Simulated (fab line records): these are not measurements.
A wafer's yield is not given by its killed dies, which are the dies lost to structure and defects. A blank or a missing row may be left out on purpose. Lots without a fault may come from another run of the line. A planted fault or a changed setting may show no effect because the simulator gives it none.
Matching of chambers -- flow n5Finfet -- N5_HKMG_FIN_CVD_62 on thermalCvdSi-02 has 3 sister chambers
The step deposits a-Si from Si2H6, target thk 3 nm, time 20.8 s. 22 wafers are shown with their chamber, then 11 later ones without.

WAFERS PAIRED WITH THEIR CHAMBERS
wafer,chamber,heaterPowerW (W),chamberPressureTorr (Torr)
L075.1,0,1339,0.9964
L075.3,1,1455,0.9992
L075.6,0,1353,0.9952
L077.1,2,1450,0.9966
L077.3,1,1428,0.9969
L077.6,1,1417,0.9936
L079.1,2,1436,0.9998
L079.4,2,1423,1.0032
L079.6,0,1384,1.0000
L081.1,0,1374,1.0047
L081.2,1,1440,0.9969
L081.5,2,1416,0.9972
L083.4,1,1429,0.9981
L083.5,0,1366,0.9983
L083.6,2,1437,1.0007
L085.2,0,1366,0.9949
L085.4,1,1453,0.9954
L085.6,0,1359,0.9955
L087.1,2,1433,0.9996
L087.2,0,1390,1.0020
L087.6,0,1405,0.9996
L089.2,0,1395,0.9991

SIGNATURES (averages over the wafers above)
reading,chamber 0,chamber 1,chamber 2,scatter within a chamber
heaterPowerW,1373.10,1437.00,1432.50,17.2
chamberPressureTorr,0.998570,0.996683,0.999517,0.00272
Rule: a wafer's distance from a chamber is the root of the sum, over the readings, of the square of ((its reading less the chamber's mean) divided by the reading's scatter). If the next closest chamber is less than 2 further off than the closest, the wafer can't be placed; otherwise it belongs to the closest. The scatter is the square root of a quotient: the sum, over the shown wafers, of each reading's squared deviation from its chamber's mean, divided by wafers minus chambers.

WAFERS WITH NO CHAMBER GIVEN
wafer,heaterPowerW (W),chamberPressureTorr (Torr)
L089.3,1463,1.0007
L089.5,1430,0.9994
L091.2,1484,0.9993
L091.4,1459,0.9994
L091.6,1467,1.0041
L093.1,1450,0.9983
L093.4,1435,1.0007
L093.6,1459,1.0020
L095.2,1388,1.0023
L095.3,1418,1.0018
L095.4,1432,1.0045

THE CHAMBER EACH PASSED THROUGH
wafer,from the rows above,in truth
L089.3,can't be placed: 2 or 1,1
L089.5,can't be placed: 2 or 1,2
L091.2,can't be placed: 1 or 2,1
L091.4,can't be placed: 2 or 1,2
L091.6,can't be placed: 2 or 1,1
L093.1,can't be placed: 1 or 2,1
L093.4,can't be placed: 2 or 1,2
L093.6,can't be placed: 2 or 1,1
L095.2,can't be placed: 0 or 2 or 1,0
L095.3,can't be placed: 2 or 1 or 0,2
L095.4,can't be placed: 2 or 1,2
Correctly placed: 0 of 11. From these rows, 11 cannot be placed; in 11 the true chamber is one of the candidates. Wrongly placed: 0.
